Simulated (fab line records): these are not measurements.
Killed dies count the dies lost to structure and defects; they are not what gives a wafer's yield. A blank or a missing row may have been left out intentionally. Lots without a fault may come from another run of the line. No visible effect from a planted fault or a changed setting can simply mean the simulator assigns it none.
fab line records	flow nand-harc
record: lots: 7	wafers: 21	last-day: 24
route steps=1159 shown P_CONTACT@228
lots with no fault: from the same line, run without faults
start-h: hours from the record's opening day to when the first of the lot's shown wafers began	wait-h: time in hours since the lot's previous step	" the same as in the row above	L1.1+2: a row that stands for several wafers	- either no value or no given start	* or withheld: withheld	< > ~ a bound
route shown NAME@n: a module of which the file shows steps, and the number in the route of the first	usual: mean/standard deviation taken from wafers without a fault	same: alike in all rows	chamber/n: place in a boat	sites: each site's reading	_std_site: the values' standard deviation	_edge_site: the outer-site mean with the inner-site mean subtracted	radius-mm: for every site, how far away it sits from the centre of the wafer	mask NAME#n: copy n	behind: the last tool/chamber to shape the wafer	hold: reason for holding the lot/hours on hold/outcome of the hold	device: whichever transistor did not switch (one of n, p or np)	end of line: tests run on the same wafers once the route is complete	where a step has no rows: the recipe by itself	killed: the dies lost at the first sort to structure and to defects; this is not the yield of the wafer	map: per-die view of a wafer (x killed, . not killed, _ where there is no die)
set.NAME: the setting the step ran with; set.NAME@STEP: the setting that earlier step ran with	model.NAME: the simulator's own value behind a step, which no gauge read
lots at selected steps of the route; one table per step, one row per wafer
services: a tool's chamber out of use, with start hour (start-h, from the record's first day; less than 0 if before it), hours out, and reason
== steps ==
step: NHARC_P_CONTACT_EBR_08
step: NHARC_P_CONTACT_EXPOSE_09
recipe: na: 1.35	target-cd-nm: 90	dose-mj: 81.26	mask-id: P_CA
step: NHARC_P_CONTACT_PEB_10
recipe: peb-temp-c: 100	peb-time-s: 65
step: NHARC_P_CONTACT_DEVELOP_11
recipe: develop-time-s: 35	dev-temp-c: 23
step: NHARC_P_CONTACT_CD_MEAS_12
recipe: target-cd-nm: 90	landing-energy-ev: 500
usual: cd-nm: 90.0/0.93
lot.wafer	tool	chamber	start-h	wait-h	cd-nm
L337.1	cd-sem-02	0	123.36	-	89.8
L337.5	"	0	"	"	90.0
L337.6	"	0	"	"	89.3
L346.2	cd-sem-02	0	191.12	-	88.3
L346.4	"	0	"	"	90.4
L346.6	"	0	"	"	89.1
L350.1	cd-sem-03	0	197.22	-	89.8
L350.2	"	0	"	"	89.3
L350.6	"	0	"	"	89.9
L351.2	cd-sem-01	0	206.64	-	92.1
L351.4	"	0	"	"	91.5
L351.6	"	0	"	"	90.2
L353.3	cd-sem-03	0	225.30	-	89.4
L353.4	"	0	"	"	88.4
L353.5	"	0	"	"	89.8
L356.1	cd-sem-02	0	238.13	-	89.8
L356.2	"	0	"	"	89.9
L356.3	"	0	"	"	89.4
L358.3	cd-sem-03	0	244.79	-	89.2
L358.4	"	0	"	"	90.1
L358.6	"	0	"	"	90.1
step: NHARC_P_CONTACT_OVL_MEAS_13
usual: overlay-x-nm: 0.4/0.9	overlay-y-nm: 0.1/0.71
lot.wafer	tool	chamber	start-h	wait-h	overlay-x-nm	overlay-y-nm
L337.1	overlay-01	-	123.45	-	0.8	0.9
L337.5	"	-	"	"	1.0	0.9
L337.6	"	-	"	"	0.6	1.1
L346.2	overlay-02	-	191.20	-	0.9	-0.1
L346.4	"	-	"	"	0.5	-0.1
L346.6	"	-	"	"	0.2	-0.1
L350.1	overlay-02	-	197.31	-	-0.1	-0.9
L350.2	"	-	"	"	-0.1	-0.3
L350.6	"	-	"	"	-0.5	-0.2
L351.2	overlay-01	-	206.72	-	1.9	-0.1
L351.4	"	-	"	"	2.0	0.4
L351.6	"	-	"	"	1.5	-0.1
L353.3	overlay-01	-	225.40	-	1.1	-0.2
L353.4	"	-	"	"	1.1	-0.4
L353.5	"	-	"	"	0.9	-0.4
L356.1	overlay-02	-	238.23	-	0.8	-0.2
L356.2	"	-	"	"	0.8	-0.4
L356.3	"	-	"	"	1.3	-0.8
L358.3	overlay-01	-	244.88	-	-0.3	-0.1
L358.4	"	-	"	"	-0.5	0.1
L358.6	"	-	"	"	-0.1	-0.1
step: NHARC_P_CONTACT_INSPECT_14
usual: raw-defect-count: 4.1/2.6
lot.wafer	tool	chamber	start-h	wait-h	raw-defect-count
L337.1	defect-inspect-02	-	123.49	0.0	3
L337.5	"	-	"	"	4
L337.6	"	-	"	"	4
L346.2	defect-inspect-02	-	191.24	0.0	1
L346.4	"	-	"	"	3
L346.6	"	-	"	"	2
L350.1	defect-inspect-01	-	197.35	0.0	3
L350.2	"	-	"	"	2
L350.6	"	-	"	"	1
L351.2	defect-inspect-01	-	206.76	0.0	6
L351.4	"	-	"	"	2
L351.6	"	-	"	"	2
L353.3	defect-inspect-01	-	225.43	0.0	13
L353.4	"	-	"	"	9
L353.5	"	-	"	"	10
L356.1	defect-inspect-02	-	238.27	0.0	2
L356.2	"	-	"	"	4
L356.3	"	-	"	"	4
L358.3	defect-inspect-01	-	244.91	0.0	4
L358.4	"	-	"	"	6
L358.6	"	-	"	"	4
step: NHARC_P_CONTACT_DESCUM_17
recipe: time-s: 3	o2-flow-sccm: 200	ar-flow-sccm: 0	bias-power-w: 0	chemistry: O2
usual: drypump-motor-current-A: 5.8/0.42	oes-product-au: 1.002/0.011	rf-vpp-V: 57.9/0.79	showerhead-plenum-p-Torr: 1.90/0.087	throttle-valve-pct: 11.311/0.0088
lot.wafer	tool	chamber	start-h	wait-h	drypump-motor-current-A	oes-product-au	rf-hours-counter-h	rf-vpp-V	showerhead-plenum-p-Torr	throttle-valve-pct
L337.1	rie-diel-03	1	123.56	0.1	5.0	0.991	7	58.5	1.90	11.296
L337.6	"	0	"	"	5.8	1.010	-	57.8	1.99	11.297
L337.5	"	1	"	"	5.0	1.002	-	57.7	1.90	11.315
L346.2	rie-diel-13	3	191.30	0.1	5.9	0.992	7	57.5	1.87	11.317
L346.4	"	2	"	"	6.5	0.998	8	57.4	1.80	11.314
L346.6	"	3	"	"	5.9	0.996	-	57.2	1.87	11.314
L350.1	rie-diel-13	0	197.41	0.1	6.0	1.006	9	57.9	1.78	11.314
L350.2	"	1	"	"	6.3	0.987	9	57.6	2.05	11.309
L350.6	"	0	"	"	6.0	1.012	-	56.9	1.78	11.319
L351.2	rie-diel-13	0	206.82	0.1	6.0	0.994	10	56.0	1.78	11.314
L351.4	"	3	"	"	5.9	0.990	9	58.0	1.87	11.301
L351.6	"	0	"	"	6.0	0.995	-	58.0	1.78	11.317
L353.4	rie-diel-13	3	225.49	0.1	5.9	0.995	11	56.5	1.87	11.299
L353.3	"	1	"	"	6.3	0.997	13	58.0	2.05	11.307
L353.5	"	0	"	"	6.0	0.995	-	56.8	1.78	11.323
L356.2	rie-diel-03	3	238.33	0.1	5.6	1.014	2	59.2	1.89	11.307
L356.1	"	0	"	"	5.8	1.004	2	57.9	1.99	11.303
L356.3	"	0	"	"	5.8	0.998	-	58.5	1.99	11.307
L358.4	rie-diel-03	3	245.01	0.1	5.6	1.005	-	57.6	1.89	11.318
L358.3	"	0	"	"	5.9	1.017	-	56.8	1.99	11.316
L358.6	"	3	"	"	5.6	1.015	-	57.3	1.89	11.315
step: NHARC_P_CONTACT_ETCH_35
recipe: target-depth-a: 390	over-etch-frac: 0.3	time-s: 65	ion-energy-ev: 80	cf4-flow-sccm: 150	ar-flow-sccm: 0	rf-w: 300	bias-w: 100	chemistry: CF4
usual: bias-w: 99.99/0.28	cf4-flow-sccm: 150.0/0.48	drypump-motor-current-A: 5.8/0.43	oes-product-au: 1.003/0.011	rf-vpp-V: 151.3/1.2	showerhead-plenum-p-Torr: 1.76/0.078	throttle-valve-pct: 13.285/0.0094
lot.wafer	tool	chamber	start-h	wait-h	bias-w	cf4-flow-sccm	drypump-motor-current-A	oes-product-au	rf-hours-counter-h	rf-vpp-V	showerhead-plenum-p-Torr	throttle-valve-pct
L337.1	rie-diel-03	1	123.66	0.1	100.51	149.9	4.9	0.994	7	151.4	1.76	13.285
L337.6	"	2	"	"	99.94	149.6	5.6	0.976	-	151.6	1.82	13.295
L337.5	"	3	"	"	99.69	149.5	5.6	0.998	-	152.9	1.75	13.268
L346.2	rie-diel-13	0	191.39	0.1	100.03	149.7	6.0	1.004	8	149.5	1.65	13.283
L346.4	"	2	"	"	100.24	151.1	6.5	0.993	8	149.3	1.67	13.288
L346.6	"	0	"	"	100.27	150.0	6.0	1.012	-	148.4	1.65	13.289
L350.1	rie-diel-13	0	197.49	0.1	99.53	150.7	6.0	1.001	9	149.2	1.65	13.277
L350.2	"	3	"	"	100.03	150.5	5.8	0.998	8	151.4	1.73	13.291
L350.6	"	0	"	"	100.03	150.5	6.0	0.997	-	149.8	1.65	13.281
L351.2	rie-diel-13	2	206.92	0.1	99.83	149.6	6.5	1.016	10	148.3	1.67	13.286
L351.4	"	3	"	"	100.04	149.7	5.9	0.996	9	151.2	1.73	13.282
L351.6	"	1	"	"	100.27	150.3	6.2	1.003	-	152.0	1.89	13.281
L353.4	rie-diel-13	1	225.58	0.1	99.58	149.9	6.2	1.009	13	151.4	1.89	13.276
L353.3	"	2	"	"	100.21	149.6	6.5	1.015	11	150.9	1.67	13.296
L353.5	"	1	"	"	99.72	150.0	6.3	0.996	-	151.9	1.89	13.292
L356.1	rie-diel-03	0	238.46	0.1	100.22	150.6	5.8	1.001	2	152.3	1.83	13.288
L356.2	"	3	"	"	99.63	150.7	5.6	1.002	2	149.8	1.75	13.275
L356.3	"	3	"	"	100.30	149.9	5.6	1.008	-	151.7	1.75	13.296
L358.3	rie-diel-03	3	245.13	0.1	100.05	151.0	5.6	1.011	-	151.7	1.75	13.274
L358.4	"	0	"	"	100.09	149.9	5.9	1.006	-	152.1	1.83	13.294
L358.6	"	0	"	"	100.54	149.7	5.9	1.011	-	152.1	1.83	13.276
step: NHARC_P_CONTACT_ETCH_36
recipe: target-depth-a: 2600	over-etch-frac: 0.25	time-s: 406.25	ion-energy-ev: 200	n2-flow-sccm: 150	h2-flow-sccm: 150	ar-flow-sccm: 0	rf-w: 400	bias-w: 150	chemistry: N2/H2
usual: bias-w: 150.0/0.48	chamber-pressure-mTorr: 30.001/0.028	drypump-motor-current-A: 5.8/0.42	oes-product-au: 1.001/0.012	rf-vpp-V: 430.2/2.8	showerhead-plenum-p-Torr: 2.03/0.099	throttle-valve-pct: 14.171/0.01
lot.wafer	tool	chamber	start-h	wait-h	bias-w	chamber-pressure-mTorr	drypump-motor-current-A	oes-product-au	rf-hours-counter-h	rf-vpp-V	showerhead-plenum-p-Torr	throttle-valve-pct
L337.1	rie-diel-03	2	-	-	149.0	29.985	5.6	0.977	6	432.5	2.10	14.164
L337.6	"	1	"	"	149.8	30.007	5.0	0.999	-	431.0	2.03	14.188
L337.5	"	2	"	"	149.5	29.981	5.6	0.973	-	433.0	2.10	14.180
L346.2	rie-diel-13	3	-	-	151.0	30.002	5.9	1.008	7	431.1	1.99	14.166
L346.4	"	2	"	"	149.8	29.966	6.5	1.006	8	427.5	1.91	14.182
L346.6	"	0	"	"	149.4	29.991	6.0	1.012	-	426.1	1.89	14.174
L350.1	rie-diel-13	1	-	-	149.5	29.995	6.2	0.998	9	435.3	2.19	14.192
L350.2	"	0	"	"	150.3	30.015	6.1	0.991	9	426.4	1.89	14.171
L350.6	"	1	"	"	149.1	30.009	6.2	0.986	-	433.4	2.19	14.166
L351.2	rie-diel-13	1	-	-	150.1	29.984	6.3	0.993	11	433.8	2.19	14.164
L351.4	"	2	"	"	149.5	30.006	6.5	1.012	10	427.5	1.91	14.169
L351.6	"	2	"	"	149.8	30.023	6.5	1.004	-	426.0	1.91	14.179
L353.4	rie-diel-13	0	-	-	150.1	29.989	6.0	1.005	12	427.5	1.89	14.167
L353.3	"	1	"	"	150.6	29.992	6.2	0.983	13	436.4	2.19	14.180
L353.5	"	3	"	"	150.0	30.005	5.9	1.000	-	429.5	1.99	14.179
L356.2	rie-diel-03	0	238.59	0.1	149.8	29.977	5.8	1.013	2	432.5	2.12	14.176
L356.1	"	3	"	"	149.9	30.006	5.6	1.011	2	429.6	2.01	14.178
L356.3	"	0	"	"	149.7	30.018	5.8	1.008	-	431.9	2.12	14.183
L358.4	rie-diel-03	0	245.36	0.2	149.7	29.997	5.9	1.007	-	432.5	2.12	14.169
L358.3	"	3	"	"	150.0	30.038	5.6	1.016	-	428.9	2.01	14.181
L358.6	"	0	"	"	149.8	29.928	5.9	1.017	-	432.5	2.12	14.183
step: NHARC_P_CONTACT_ETCH_18
recipe: target-depth-a: 4810	time-s: 240.5	c4f8-flow-sccm: 20	o2-flow-sccm: 10	ar-flow-sccm: withheld	rf-w: 600	bias-w: 1500	chemistry: C4F8/O2/Ar
usual: bias-w: 1500/4.5	chamber-pressure-mTorr: 25.002/0.023	oes-product-au: 0.965/0.017	rf-vpp-V: 978/6.1
lot.wafer	tool	chamber	start-h	wait-h	bias-w	chamber-pressure-mTorr	oes-product-au	rf-hours-counter-h	rf-vpp-V
L337.1	rie-diel-03	3	-	-	1509	25.026	0.955	7	978
L337.5	"	3	"	"	1501	25.014	0.962	-	978
L337.6	"	0	"	"	1498	25.008	0.967	-	983
L346.4	rie-diel-13	0	-	-	1498	24.985	0.971	8	970
L346.2	"	2	"	"	1505	25.004	0.988	8	971
L346.6	"	0	"	"	1499	25.028	0.969	-	968
L350.1	rie-diel-13	2	-	-	1505	25.008	0.992	9	971
L350.2	"	0	"	"	1498	25.031	0.974	9	968
L350.6	"	2	"	"	1502	25.014	0.989	-	971
L351.4	rie-diel-13	1	-	-	1502	24.983	0.923	11	987
L351.2	"	2	"	"	1499	25.016	0.924	10	970
L351.6	"	1	"	"	1504	25.046	0.915	-	988
L353.4	rie-diel-13	3	-	-	1503	24.995	0.955	12	975
L353.3	"	0	"	"	1500	25.009	0.965	12	968
L353.5	"	3	"	"	1497	24.971	0.956	-	976
L356.2	rie-diel-03	3	239.08	0.4	1502	24.984	0.967	2	976
L356.1	"	0	"	"	1499	24.991	0.960	2	982
L356.3	"	3	"	"	1499	24.970	0.957	-	977
L358.3	rie-diel-03	3	245.79	0.3	1492	25.096	0.953	-	978
L358.4	"	0	"	"	1495	25.015	0.952	-	982
L358.6	"	0	"	"	1493	25.003	0.954	-	983
step: NHARC_P_CONTACT_STRIP_37
recipe: c4f8-flow-sccm: withheld	o2-flow-sccm: 8	ar-flow-sccm: withheld	bias-w: 0	chemistry: C4F8/O2/Ar
step: NHARC_P_CONTACT_ETCH_31
recipe: target-depth-a: 300	time-s: 85.7	ion-energy-ev: 120	over-etch-frac: 1	ch3f-flow-sccm: 50	o2-flow-sccm: 30	ar-flow-sccm: 200	rf-w: 500	bias-w: 100	chemistry: CH3F/O2
usual: bias-w: 100.0/0.31	ch3f-flow-sccm: 49.99/0.15	drypump-motor-current-A: 5.9/0.43	oes-product-au: 0.985/0.014	rf-vpp-V: 244.2/1.6	showerhead-plenum-p-Torr: 2.44/0.11	throttle-valve-pct: 20.663/0.0082
lot.wafer	tool	chamber	start-h	wait-h	bias-w	ch3f-flow-sccm	drypump-motor-current-A	oes-product-au	rf-hours-counter-h	rf-vpp-V	showerhead-plenum-p-Torr	throttle-valve-pct
L337.1	rie-diel-03	2	124.32	-	99.8	50.16	5.7	0.950	7	244.5	2.53	20.642
L337.5	"	3	"	"	100.5	49.93	5.6	0.966	-	244.0	2.43	20.663
L337.6	"	0	"	"	100.4	50.16	5.9	0.995	-	245.2	2.55	20.663
L346.4	rie-diel-13	2	192.04	-	-	-	-	-	-	-	-	-
L346.2	"	3	"	"	-	-	-	-	-	-	-	-
L346.6	"	3	"	"	-	-	-	-	-	-	-	-
L350.1	rie-diel-13	2	198.16	-	-	-	-	-	-	-	-	-
L350.2	"	3	"	"	-	-	-	-	-	-	-	-
L350.6	"	2	"	"	-	-	-	-	-	-	-	-
L351.2	rie-diel-13	0	207.56	-	-	-	-	-	-	-	-	-
L351.4	"	3	"	"	-	-	-	-	-	-	-	-
L351.6	"	0	"	"	-	-	-	-	-	-	-	-
L353.4	rie-diel-13	3	226.24	-	100.0	50.03	5.9	0.984	12	243.5	2.41	20.651
L353.3	"	0	"	"	99.6	49.69	6.0	0.988	12	241.6	2.29	20.652
L353.5	"	3	"	"	99.6	50.28	5.9	0.983	-	244.4	2.41	20.676
L356.1	rie-diel-03	0	239.47	0.1	100.2	49.79	5.8	1.000	3	245.7	2.55	20.667
L356.2	"	3	"	"	100.4	49.87	5.6	0.992	3	242.2	2.43	20.657
L356.3	"	0	"	"	100.2	49.92	5.9	0.995	-	246.3	2.55	20.663
L358.3	rie-diel-03	0	246.14	0.1	100.0	49.90	5.8	0.998	-	246.6	2.55	20.655
L358.4	"	3	"	"	100.4	50.10	5.6	1.001	-	244.1	2.43	20.667
L358.6	"	3	"	"	100.1	50.16	5.6	0.995	-	243.1	2.43	20.679
step: NHARC_P_CONTACT_CD_MEAS_19
usual: cd-nm: 89.4/1.8
lot.wafer	tool	chamber	start-h	wait-h	cd-nm
L337.1	cd-sem-01	-	124.42	-	89.5
L337.5	"	-	"	"	89.8
L337.6	"	-	"	"	91.2
L346.2	cd-sem-02	-	192.18	-	88.3
L346.4	"	-	"	"	89.8
L346.6	"	-	"	"	87.0
L350.1	cd-sem-03	-	198.28	-	92.6
L350.2	"	-	"	"	89.5
L350.6	"	-	"	"	91.2
L351.2	cd-sem-03	-	207.69	-	92.9
L351.4	"	-	"	"	91.5
L351.6	"	-	"	"	91.1
L353.3	cd-sem-02	-	226.37	-	89.1
L353.4	"	-	"	"	87.3
L353.5	"	-	"	"	89.6
L356.1	cd-sem-01	-	239.64	0.2	90.7
L356.2	"	-	"	"	89.2
L356.3	"	-	"	"	90.2
L358.3	cd-sem-03	-	246.29	0.1	88.3
L358.4	"	-	"	"	87.4
L358.6	"	-	"	"	88.2
== services ==
tool	chamber	start-h	hours	kind
rie-diel-13	0	108.00	-	clean
rie-diel-13	1	108.00	-	clean
rie-diel-13	2	108.00	-	clean
rie-diel-13	3	108.00	-	clean
rie-diel-13	0	132.50	-	clean
rie-diel-13	1	132.50	-	clean
rie-diel-13	2	132.50	-	clean
rie-diel-13	3	132.50	-	clean
rie-diel-03	0	133.67	2.8	repair
rie-diel-13	0	157.00	-	clean
rie-diel-13	1	157.00	-	clean
rie-diel-13	2	157.00	-	clean
rie-diel-13	3	157.00	-	clean
rie-diel-03	0	160.57	5.6	repair
rie-diel-03	1	174.43	8.0	repair
rie-diel-13	-	174.85	0.5	repair
rie-diel-13	0	181.50	-	clean
rie-diel-13	1	181.50	-	clean
rie-diel-13	2	181.50	-	clean
rie-diel-03	2	194.04	20.2	repair
rie-diel-13	2	209.92	5.3	repair
rie-diel-03	-	215.44	9.0	pm
rie-diel-03	1	228.37	71.2	repair
rie-diel-03	2	234.15	23.1	repair
== key ==
first-sign: step: NHARC_P_CONTACT_ETCH_31	reading: tool-record	direction: missing
effect none on later readings
met-at NHARC_P_CONTACT_ETCH_31
struck-wafers L346.2,L346.4,L346.6,L350.1,L350.2,L350.6,L351.2,L351.4,L351.6
later-rows-left-out L346.2,L346.4,L346.6,L350.1,L350.2,L350.6,L351.2,L351.4,L351.6
sort-left-out L346.2,L346.4,L346.6,L350.1,L350.2,L350.6,L351.2,L351.4,L351.6
tester-left-out L346,L350,L351
fault: kind: skipped-step-whole	tool: rie-diel-13	chamber: -	onset-h: 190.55	steps: NHARC_P_CONTACT_ETCH_31	scope: struck-lots-only
tester-left-out: of these lots the tester's yield and bins aren't shown, on N5 and GAA mostly nor the transistor test; their killed dies are dies lost to structure and defects alone, not to doping, threshold or leakage, so they don't give the yield
sort-left-out: the simulated sort isn't trusted on such a fault, so these wafers' sort isn't shown, and their yield isn't known
later-rows-left-out: the simulator's readings of these wafers behind a module that went badly wrong aren't trusted and aren't shown, but for the sort
